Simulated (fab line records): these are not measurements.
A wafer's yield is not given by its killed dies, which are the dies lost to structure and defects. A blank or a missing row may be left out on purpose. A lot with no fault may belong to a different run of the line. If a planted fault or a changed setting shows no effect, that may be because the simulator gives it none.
fab line records	flow n5_finfet	part 1 of 2: steps 1 to 14 of 26
[record] lots = 5	wafers = 15	last_day = 21
route steps=1938 shown BEOL_M4@1058
lots that met no fault: taken from a fault-free run of the same line
start_h: hours from the record's first day to the start of the lot's first wafer shown	wait_h: hours elapsed since this lot's preceding step	" unchanged from the row above	L1.1+2: a single row standing in for several wafers	- no value present, or no start provided	* or withheld: withheld	< > ~ a bound
route shown NAME@n: NAME is a module with steps in the file, n the number in the route of the first one	usual: mean/standard deviation taken from wafers without a fault	same: alike in all rows	chamber/n: place in a boat	sites: each site's reading	_std_site: standard deviation of those values	_edge_site: mean of outer sites minus mean of inner sites	radius_mm: for every site, how far away it sits from the centre of the wafer	mask NAME#n: copy n	behind: tool/chamber where the wafer was last shaped	hold: why the lot went on hold/how many hours it stayed there/how the hold came to an end	device: the transistor (n, p or np) that didn't switch	end of line: the tests these same wafers got at the end of their route	where a step has no rows: the recipe by itself	killed: dies that structure and defects cost at the first sort, which is not the same as the wafer's yield	map: the dies of a wafer, with x for killed, . for not killed, _ for no die there
set.NAME: the setting that was run; set.NAME@STEP: the one run at that earlier step	model.NAME: the simulator's own value behind a step, which no gauge read
lots at selected steps of the route; one table per step, one row per wafer
services: when a tool's chamber went out of use (start_h, in hours from the record's first day, below 0 if earlier), for how many hours, and the reason
[[steps]]
[step N5_BEOL_M4_INSPECT_30]
[recipe] mode = adi	inspect_instrument = brightfield
[usual] raw_defect_count = 414/100
lot.wafer	tool	chamber	start_h	wait_h	raw_defect_count
L076.1	defect_inspect-01	-	218.47	0.1	506
L076.3	"	-	"	"	429
L076.4	"	-	"	"	409
L087.3	defect_inspect-01	-	300.97	0.0	802
L087.4	"	-	"	"	510
L087.5	"	-	"	"	606
L093.2	defect_inspect-01	-	317.73	0.0	533
L093.4	"	-	"	"	516
L093.5	"	-	"	"	527
L094.2	defect_inspect-02	-	329.66	0.0	396
L094.5	"	-	"	"	347
L094.6	"	-	"	"	399
L096.2	defect_inspect-02	-	349.55	0.0	385
L096.3	"	-	"	"	328
L096.4	"	-	"	"	320
[step N5_BEOL_M4_DESCUM_33]
[recipe] chemistry = O2	time_s = 7	source_power_w = 50	bias_power_w = 20	pressure_mtorr = 20	rf_frequency_hz = 2.712e+07	temp_c = 40	resist = CAR-EUV	o2_flow_sccm = 225
[usual] drypump_motor_current_A = 6.0/0.39	oes_product_au = 0.80/0.065	rf_vpp_V = 244.0/1.4	showerhead_plenum_p_Torr = 2.15/0.069	throttle_valve_pct = 20.34/0.19
lot.wafer	tool	chamber	start_h	wait_h	drypump_motor_current_A	oes_product_au	rf_hours_counter_h	rf_vpp_V	showerhead_plenum_p_Torr	throttle_valve_pct
L076.1	rie_diel-04	3	218.50	0.0	5.6	0.69	258	241.8	2.14	20.53
L076.3	"	3	"	"	5.6	0.68	-	243.3	2.14	20.52
L076.4	"	2	"	"	5.7	0.78	-	243.0	2.08	20.15
L087.3	rie_diel-05	2	301.92	0.9	5.7	0.80	93	242.6	2.09	20.15
L087.4	"	3	"	"	6.7	0.81	69	244.2	2.24	20.49
L087.5	"	0	"	"	5.7	0.76	-	245.0	2.20	20.16
L093.2	rie_diel-05	3	317.77	0.0	6.7	0.80	78	245.3	2.23	20.47
L093.4	"	1	"	"	6.2	0.84	72	244.9	2.21	20.63
L093.5	"	1	"	"	6.2	0.84	-	244.4	2.21	20.62
L094.2	rie_diel-05	3	329.77	0.1	6.7	0.80	82	244.3	2.23	20.49
L094.5	"	2	"	"	5.8	0.79	-	243.1	2.08	20.15
L094.6	"	3	"	"	6.7	0.80	-	245.8	2.23	20.50
L096.2	rie_diel-01	2	349.58	0.0	5.5	0.69	248	240.8	2.05	20.23
L096.3	"	3	"	"	6.4	0.70	238	241.6	2.07	20.32
L096.4	"	1	"	"	5.9	0.88	36	242.2	2.07	20.62
[step N5_BEOL_M4_ETCH_77]
[recipe] chemistry = N2/H2	target = underlayer	target_depth_a = 65	mask_material = CAR-EUV	time_s = 5.2	ion_energy_ev = 200	pressure_mtorr = 30	source_w = 840	bias_w = 150	n2_flow_sccm = 200	h2_flow_sccm = 200	ends = cleared
[usual] drypump_motor_current_A = 6.0/0.39	etch_rf_on_time_s = 5.17/0.15	oes_product_au = 0.68/0.055	rf_vpp_V = 526.0/2.5	showerhead_plenum_p_Torr = 2.62/0.077	throttle_valve_pct = 17.79/0.26
lot.wafer	tool	chamber	start_h	wait_h	drypump_motor_current_A	etch_rf_on_time_s	oes_product_au	rf_hours_counter_h	rf_vpp_V	showerhead_plenum_p_Torr	throttle_valve_pct
L076.1	rie_diel-04	3	218.56	0.0	5.7	5.03	0.59	258	525.7	2.61	18.03
L076.3	"	3	"	"	5.7	5.00	0.60	-	526.1	2.61	18.00
L076.4	"	2	"	"	5.7	5.16	0.65	-	524.4	2.54	17.68
L087.3	rie_diel-05	2	301.95	0.0	5.8	5.42	0.68	93	522.6	2.57	17.81
L087.4	"	3	"	"	6.7	5.08	0.70	69	529.2	2.67	17.53
L087.5	"	0	"	"	5.7	5.14	0.67	-	527.9	2.65	17.40
L093.2	rie_diel-05	3	317.80	0.0	6.7	5.06	0.70	78	529.3	2.66	17.54
L093.4	"	1	"	"	6.2	5.09	0.71	72	527.8	2.70	18.17
L093.5	"	1	"	"	6.1	5.05	0.71	-	529.0	2.70	18.15
L094.2	rie_diel-05	3	329.80	0.0	6.7	5.12	0.70	82	529.5	2.66	17.56
L094.5	"	2	"	"	5.8	5.34	0.66	-	524.3	2.57	17.82
L094.6	"	3	"	"	6.7	5.06	0.69	-	527.6	2.66	17.54
L096.2	rie_diel-01	2	349.62	0.0	5.5	5.16	0.59	248	522.4	2.51	17.87
L096.3	"	3	"	"	6.4	5.51	0.57	238	523.3	2.50	17.75
L096.4	"	1	"	"	5.9	5.18	0.74	36	521.9	2.47	17.83
[step N5_BEOL_M4_ETCH_69]
[recipe] chemistry = CF4	target = SiARC	target_depth_a = 156	mask_material = CAR-EUV	time_s = 26	ion_energy_ev = 80	pressure_mtorr = 40	source_w = 545	bias_w = 36	Ar_flow_sccm = 100	cf4_flow_sccm = 100	ends = cleared
[usual] drypump_motor_current_A = 6.0/0.39	etch_rf_on_time_s = 26.0/0.67	mfc_ar_sccm = 100.0/0.34	oes_product_au = 0.68/0.055	rf_vpp_V = 184.7/1	showerhead_plenum_p_Torr = 2.20/0.06	throttle_valve_pct = 15.51/0.12
lot.wafer	tool	chamber	start_h	wait_h	drypump_motor_current_A	etch_rf_on_time_s	mfc_ar_sccm	oes_product_au	rf_hours_counter_h	rf_vpp_V	showerhead_plenum_p_Torr	throttle_valve_pct
L076.1	rie_diel-04	3	218.58	0.0	5.6	24.7	100.2	0.61	258	185.2	2.18	15.73
L076.3	"	3	"	"	5.6	24.8	100.3	0.60	-	184.5	2.18	15.75
L076.4	"	2	"	"	5.7	26.1	100.3	0.66	-	183.9	2.16	15.53
L087.3	rie_diel-05	2	301.97	0.0	5.8	26.7	99.6	0.69	93	183.3	2.16	15.50
L087.4	"	3	"	"	6.7	25.1	100.2	0.71	69	185.7	2.25	15.37
L087.5	"	0	"	"	5.7	25.5	99.7	0.67	-	185.4	2.24	15.32
L093.2	rie_diel-05	3	317.82	0.0	6.7	25.4	99.9	0.69	78	184.2	2.24	15.41
L093.4	"	1	"	"	6.2	25.6	100.3	0.72	72	186.5	2.26	15.71
L093.5	"	1	"	"	6.2	25.7	100.1	0.71	-	186.0	2.26	15.70
L094.2	rie_diel-05	3	329.82	0.0	6.7	25.8	99.9	0.69	82	185.1	2.24	15.42
L094.5	"	2	"	"	5.7	27.0	100.1	0.67	-	183.5	2.16	15.54
L094.6	"	3	"	"	6.7	25.9	100.6	0.69	-	185.8	2.24	15.40
L096.2	rie_diel-01	2	349.64	0.0	5.5	26.0	99.8	0.59	248	183.3	2.11	15.65
L096.3	"	3	"	"	6.4	27.5	99.9	0.57	238	183.7	2.10	15.54
L096.4	"	1	"	"	5.9	25.9	99.9	0.74	36	184.7	2.10	15.54
[step N5_BEOL_M4_ALD_98]
[recipe] material = SiO2	target_thk_a = 25	temp_c = 100	ald_precursor_family = BDEAS	ald_co_reactant = O2-plasma	pulse_time_s = 1	co_reactant_pulse_time_s = 1	purge_time_s = 2	co_reactant_purge_time_s = 2	ald_cycles = 17	pressure_torr = 2
[usual] heater_power_w = 80/9.3	precursor_pulse_height_rel = 1.001/0.02
[same] co_reactant_purge_time_s = 2
lot.wafer	tool	chamber	start_h	wait_h	heater_power_w	precursor_pulse_height_rel
L076.1	ald_sin-02	3	218.69	0.1	66	0.984
L076.3	"	1	"	"	85	0.981
L076.4	"	2	"	"	79	1.009
L087.3	ald_sin-01	0	302.31	0.3	88	0.996
L087.4	"	2	"	"	101	0.993
L087.5	"	1	"	"	69	0.999
L093.2	ald_sin-01	2	319.13	1.3	103	1.013
L093.4	"	1	"	"	68	1.017
L093.5	"	1	"	"	68	0.998
L094.2	ald_sin-01	1	331.78	1.9	71	1.011
L094.5	"	3	"	"	83	1.008
L094.6	"	2	"	"	101	0.972
L096.2	ald_sin-03	0	349.88	0.2	73	0.983
L096.3	"	2	"	"	76	0.994
L096.4	"	1	"	"	76	0.996
[step N5_BEOL_M4_ETCHBACK_99]
[recipe] chemistry = CHF3	target = SiO2	target_depth_a = 50	time_s = 10.4	source_w = 215	bias_w = 47	Ar_flow_sccm = 200	CHF3_flow_sccm = 12	ion_energy_ev = 100	pressure_mtorr = 30
[usual] drypump_motor_current_A = 6.0/0.41	mfc_ar_sccm = 199.9/0.61	oes_product_au = 0.79/0.08	rf_vpp_V = 242/6.3	showerhead_plenum_p_Torr = 2.18/0.076	throttle_valve_pct = 16.97/0.15
lot.wafer	tool	chamber	start_h	wait_h	drypump_motor_current_A	mfc_ar_sccm	oes_product_au	rf_hours_counter_h	rf_vpp_V	showerhead_plenum_p_Torr	throttle_valve_pct
L076.1	rie_diel-01	2	258.56	39.8	5.5	198.8	0.70	211	247	2.13	17.01
L076.3	"	3	"	"	6.5	200.5	0.70	202	244	2.12	16.88
L076.4	"	1	"	"	6.0	199.7	0.94	6	245	2.09	16.84
L087.3	rie_diel-04	1	348.27	45.9	6.3	200.1	0.86	68	233	2.20	17.19
L087.4	"	2	"	"	5.7	200.1	0.74	-	252	2.14	16.98
L087.5	"	1	"	"	6.3	200.5	0.84	-	232	2.20	17.19
L093.2	rie_diel-01	1	372.63	53.4	5.9	199.6	0.86	45	244	2.08	16.89
L093.4	"	1	"	"	5.9	199.2	0.86	-	245	2.08	16.90
L093.5	"	3	"	"	6.4	199.8	0.67	-	246	2.11	16.94
L094.2	rie_diel-04	2	381.06	49.2	5.7	200.0	0.73	170	255	2.14	17.03
L094.5	"	0	"	"	5.1	199.9	0.86	-	227	2.07	16.84
L094.6	"	3	"	"	5.6	200.0	0.94	-	246	2.17	16.66
L096.2	rie_diel-01	0	384.51	34.6	6.2	199.0	0.74	163	236	2.27	17.23
L096.3	"	1	"	"	5.9	201.0	0.85	53	244	2.08	16.93
L096.4	"	2	"	"	5.6	200.3	0.96	-	246	2.12	16.67
[step N5_BEOL_M4_ETCH_70]
[recipe] chemistry = N2/H2	target = SOC	target_depth_a = 800	overetch_a = 240	mask_material = SiARC	temp_c = 40	time_s = 130	ion_energy_ev = 200	pressure_mtorr = 30	source_w = 840	bias_w = 150	n2_flow_sccm = 200	h2_flow_sccm = 200
[usual] drypump_motor_current_A = 6.0/0.41	oes_product_au = 0.58/0.053	rf_vpp_V = 524.6/2.2	showerhead_plenum_p_Torr = 2.58/0.08	throttle_valve_pct = 17.78/0.22
lot.wafer	tool	chamber	start_h	wait_h	drypump_motor_current_A	oes_product_au	rf_hours_counter_h	rf_vpp_V	showerhead_plenum_p_Torr	throttle_valve_pct
L076.1	rie_diel-01	2	258.59	0.0	5.5	0.52	211	522.1	2.53	17.74
L076.3	"	3	"	"	6.5	0.53	202	524.3	2.52	17.64
L076.4	"	1	"	"	5.9	0.69	6	522.5	2.48	17.76
L087.3	rie_diel-04	1	348.31	0.0	6.3	0.63	68	524.9	2.60	18.09
L087.4	"	2	"	"	5.7	0.54	-	523.6	2.52	17.71
L087.5	"	1	"	"	6.3	0.63	-	524.6	2.60	18.08
L093.2	rie_diel-01	1	372.66	0.0	5.9	0.63	45	521.6	2.47	17.81
L093.4	"	1	"	"	5.9	0.63	-	521.3	2.47	17.81
L093.5	"	3	"	"	6.4	0.50	-	522.7	2.50	17.70
L094.2	rie_diel-04	2	381.10	0.0	5.7	0.54	170	524.7	2.52	17.72
L094.5	"	0	"	"	5.2	0.64	-	521.8	2.49	17.81
L094.6	"	3	"	"	5.7	0.66	-	524.2	2.58	17.52
L096.2	rie_diel-01	0	384.54	0.0	6.2	0.55	163	525.6	2.68	18.13
L096.3	"	1	"	"	6.0	0.62	53	522.8	2.47	17.80
L096.4	"	2	"	"	5.5	0.70	-	523.1	2.51	17.46
[step N5_BEOL_M4_STRIP_71]
[recipe] chemistry = N2/H2	temp_c = 40	n2_flow_sccm = 200	h2_flow_sccm = 200	rf_frequency_hz = 6e+07
lot.wafer	tool	chamber	start_h	wait_h
L076.1+3+4	rie_diel-01	2,3,1	258.68	0.0
L087.3+4+5	rie_diel-04	1,2,1	348.39	0.0
L093.2+4+5	rie_diel-01	1,1,3	372.75	0.0
L094.2+5+6	rie_diel-04	2,0,3	381.18	0.0
L096.2+3+4	rie_diel-01	0,1,2	384.63	0.0
[step N5_BEOL_M4_STRIP_78]
[recipe] chemistry = N2/H2	temp_c = 40	n2_flow_sccm = 200	h2_flow_sccm = 200	rf_frequency_hz = 6e+07
lot.wafer	tool	chamber	start_h	wait_h
L076.1+3+4	rie_diel-01	2,3,1	258.69	0.0
L087.3+4+5	rie_diel-04	1,2,1	348.40	0.0
L093.2+4+5	rie_diel-01	1,1,3	372.76	0.0
L094.2+5+6	rie_diel-04	2,0,3	381.19	0.0
L096.2+3+4	rie_diel-01	0,1,2	384.64	0.0
[step N5_BEOL_M4_VIA_ETCH_34]
[recipe] chemistry = C4F6/O2	target_depth_a = 694	mask_material = SOC	pressure_mtorr = 15	ion_energy_ev = 250	taper_deg = 4	time_s = 65.9	source_w = 350	bias_w = 170	Ar_flow_sccm = 300	C4F6_flow_sccm = 10	O2_flow_sccm = 10
[usual] O2_flow_sccm = 10.000/0.029	drypump_motor_current_A = 6.0/0.39	mfc_ar_sccm = 300.0/0.93	oes_product_au = 0.79/0.081	rf_vpp_V = 669/16	showerhead_plenum_p_Torr = 2.87/0.096	throttle_valve_pct = 30.6/0.35
lot.wafer	tool	chamber	start_h	wait_h	O2_flow_sccm	drypump_motor_current_A	mfc_ar_sccm	oes_product_au	rf_hours_counter_h	rf_vpp_V	showerhead_plenum_p_Torr	throttle_valve_pct
L076.1	rie_diel-01	2	258.70	0.0	10.023	5.6	302.1	0.72	211	681	2.82	30.4
L076.3	"	3	"	"	10.067	6.5	298.4	0.71	203	677	2.80	30.1
L076.4	"	1	"	"	10.013	5.9	300.0	0.95	6	674	2.77	30.8
L087.3	rie_diel-04	1	348.41	0.0	10.004	6.3	299.8	0.84	68	645	2.90	31.0
L087.4	"	2	"	"	9.960	5.7	299.5	0.74	-	702	2.83	30.8
L087.5	"	1	"	"	9.954	6.3	299.1	0.86	-	646	2.90	31.0
L093.2	rie_diel-01	1	372.77	0.0	10.035	5.9	299.4	0.86	46	674	2.75	30.9
L093.4	"	1	"	"	9.936	5.9	302.1	0.86	-	672	2.75	30.8
L093.5	"	3	"	"	9.947	6.4	300.0	0.67	-	677	2.78	30.2
L094.2	rie_diel-04	2	381.20	0.0	10.021	5.7	300.4	0.75	170	701	2.82	30.8
L094.5	"	0	"	"	10.038	5.1	299.4	0.87	-	623	2.74	30.3
L094.6	"	3	"	"	10.045	5.6	299.9	0.94	-	679	2.86	30.2
L096.2	rie_diel-01	0	384.65	0.0	9.997	6.2	298.7	0.74	163	656	2.98	31.1
L096.3	"	1	"	"	9.986	5.9	302.1	0.85	53	673	2.75	30.9
L096.4	"	2	"	"	10.005	5.5	300.6	0.96	-	679	2.80	30.4
[step N5_BEOL_M4_STRIP_83]
[recipe] chemistry = C4F6/O2	resist = SiARC	rf_frequency_hz = 6e+07
lot.wafer	tool	chamber	start_h	wait_h
L076.1+3+4	rie_diel-01	2,3,1	258.75	0.0
L087.3+4+5	rie_diel-04	1,2,1	348.46	0.0
L093.2+4+5	rie_diel-01	1,1,3	372.82	0.0
L094.2+5+6	rie_diel-04	2,0,3	381.25	0.0
L096.2+3+4	rie_diel-01	0,1,2	384.70	0.0
[step N5_BEOL_M4_STRIP_36]
[recipe] chemistry = N2/H2	power_w = 450	temp_c = 40	pressure_mtorr = 20	rf_frequency_hz = 6e+07	overash_fraction = 0.3	bias_power_w = 7	h2_frac = 0.5	n2_flow_sccm = 200	h2_flow_sccm = 200
[usual] drypump_motor_current_A = 6.0/0.39	oes_product_au = 0.79/0.077	power_w = 450.2/1.2	rf_vpp_V = 59.2/1.5	showerhead_plenum_p_Torr = 2.57/0.08	throttle_valve_pct = 23.6/0.38
lot.wafer	tool	chamber	start_h	wait_h	drypump_motor_current_A	oes_product_au	power_w	rf_hours_counter_h	rf_vpp_V	showerhead_plenum_p_Torr	throttle_valve_pct
L076.1	rie_diel-01	2	258.76	0.0	5.6	0.72	452.7	211	60.9	2.52	23.4
L076.3	"	3	"	"	6.4	0.73	449.7	203	60.5	2.51	23.3
L076.4	"	1	"	"	5.9	0.97	450.7	6	59.4	2.48	23.8
L087.3	rie_diel-04	1	348.47	0.0	6.3	0.87	451.1	68	59.3	2.59	24.1
L087.4	"	2	"	"	5.7	0.74	447.9	-	58.1	2.52	23.7
L087.5	"	1	"	"	6.3	0.88	450.8	-	59.7	2.59	24.1
L093.2	rie_diel-01	1	372.83	0.0	5.9	0.88	449.9	46	58.9	2.46	23.9
L093.4	"	1	"	"	6.0	0.88	452.1	-	58.0	2.46	23.9
L093.5	"	3	"	"	6.4	0.68	449.7	-	58.4	2.50	23.4
L094.2	rie_diel-04	2	381.26	0.0	5.7	0.74	448.7	170	57.5	2.51	23.6
L094.5	"	0	"	"	5.1	0.85	450.3	-	56.9	2.49	23.6
L094.6	"	3	"	"	5.7	0.90	451.6	-	59.2	2.58	23.3
L096.2	rie_diel-01	0	384.71	0.0	6.2	0.75	450.0	163	59.7	2.67	24.1
L096.3	"	1	"	"	6.0	0.85	451.9	53	58.1	2.46	23.9
L096.4	"	2	"	"	5.6	0.95	450.1	-	59.1	2.51	23.3
[step N5_BEOL_M4_TRENCH_ETCH_37]
[recipe] chemistry = C4F6/O2	target_depth_a = 555.55	target = SiOC	time_s = 29.2	ion_energy_ev = 250	pressure_mtorr = 30	source_w = 355	bias_w = 185	Ar_flow_sccm = 300	C4F6_flow_sccm = 10	O2_flow_sccm = 10
[usual] O2_flow_sccm = 10.001/0.027	drypump_motor_current_A = 6.0/0.39	mfc_ar_sccm = 300.0/0.87	oes_product_au = 0.79/0.081	rf_vpp_V = 669/16	showerhead_plenum_p_Torr = 2.88/0.096	throttle_valve_pct = 20.76/0.18
lot.wafer	tool	chamber	start_h	wait_h	O2_flow_sccm	drypump_motor_current_A	mfc_ar_sccm	oes_product_au	rf_hours_counter_h	rf_vpp_V	showerhead_plenum_p_Torr	throttle_valve_pct
L076.1	rie_diel-01	2	-	-	10.006	5.5	301.5	0.71	211	679	2.82	20.74
L076.3	"	3	"	"	10.011	6.4	300.8	0.70	203	679	2.81	20.56
L076.4	"	1	"	"	10.042	5.9	299.6	0.94	6	676	2.77	20.69
L087.3	rie_diel-04	1	-	-	9.988	6.3	301.5	0.86	68	644	2.91	21.05
L087.4	"	2	"	"	9.991	5.7	300.2	0.74	-	702	2.83	20.77
L087.5	"	1	"	"	9.967	6.3	299.2	0.85	-	645	2.91	21.04
L093.2	rie_diel-01	1	-	-	9.961	5.9	299.7	0.86	46	673	2.75	20.73
L093.4	"	1	"	"	9.948	5.9	300.2	0.87	-	672	2.75	20.72
L093.5	"	3	"	"	10.021	6.5	299.9	0.67	-	677	2.79	20.61
L094.2	rie_diel-04	2	-	-	10.003	5.7	300.3	0.73	170	700	2.83	20.78
L094.5	"	0	"	"	9.994	5.1	299.9	0.86	-	625	2.74	20.60
L094.6	"	3	"	"	9.982	5.7	298.7	0.92	-	681	2.86	20.47
L096.2	rie_diel-01	0	-	-	9.959	6.2	300.2	0.74	163	657	2.99	21.06
L096.3	"	1	"	"	10.028	6.0	298.9	0.84	53	674	2.75	20.73
L096.4	"	2	"	"	9.995	5.5	300.5	0.97	-	679	2.80	20.49
[step N5_BEOL_M4_ETCH_41]
[recipe] chemistry = CH3F/O2	target = SiCN	target_depth_a = 299	taper_deg = 2	time_s = 52.5	ion_energy_ev = 120	mask_material = TiN	pressure_mtorr = 30	source_w = 395	bias_w = 75	Ar_flow_sccm = 150	CH3F_flow_sccm = 30	O2_flow_sccm = 20
[usual] O2_flow_sccm = 20.00/0.057	drypump_motor_current_A = 6.0/0.39	mfc_ar_sccm = 150.0/0.44	oes_product_au = 0.79/0.08	rf_vpp_V = 297.9/1.4	showerhead_plenum_p_Torr = 2.02/0.068	throttle_valve_pct = 16.22/0.13
lot.wafer	tool	chamber	start_h	wait_h	O2_flow_sccm	drypump_motor_current_A	mfc_ar_sccm	oes_product_au	rf_hours_counter_h	rf_vpp_V	showerhead_plenum_p_Torr	throttle_valve_pct
L076.1	rie_diel-01	2	-	-	19.96	5.5	149.9	0.72	211	294.7	1.98	16.28
L076.3	"	3	"	"	19.99	6.4	150.1	0.71	203	296.2	1.97	16.12
L076.4	"	1	"	"	19.90	5.9	150.3	0.96	6	296.7	1.95	16.09
L087.3	rie_diel-04	1	-	-	20.09	6.3	150.1	0.85	68	298.3	2.04	16.39
L087.4	"	2	"	"	20.04	5.7	150.2	0.75	-	296.9	1.99	16.24
L087.5	"	1	"	"	19.97	6.3	149.5	0.85	-	297.7	2.04	16.38
L093.2	rie_diel-01	1	-	-	20.06	5.9	150.4	0.86	46	296.4	1.94	16.16
L093.4	"	1	"	"	20.02	5.9	150.5	0.86	-	295.1	1.94	16.16
L093.5	"	3	"	"	20.06	6.5	150.5	0.66	-	296.7	1.96	16.22
L094.2	rie_diel-04	2	-	-	20.11	5.7	149.3	0.74	170	297.5	1.99	16.27
L094.5	"	0	"	"	20.01	5.1	149.9	0.86	-	296.8	1.93	16.11
L094.6	"	3	"	"	20.02	5.6	150.3	0.93	-	297.1	2.02	15.95
L096.2	rie_diel-01	0	-	-	19.95	6.2	150.9	0.74	163	299.6	2.10	16.45
L096.3	"	1	"	"	20.02	6.0	150.8	0.86	53	296.9	1.93	16.16
L096.4	"	2	"	"	19.97	5.5	150.0	0.97	-	297.5	1.97	15.94
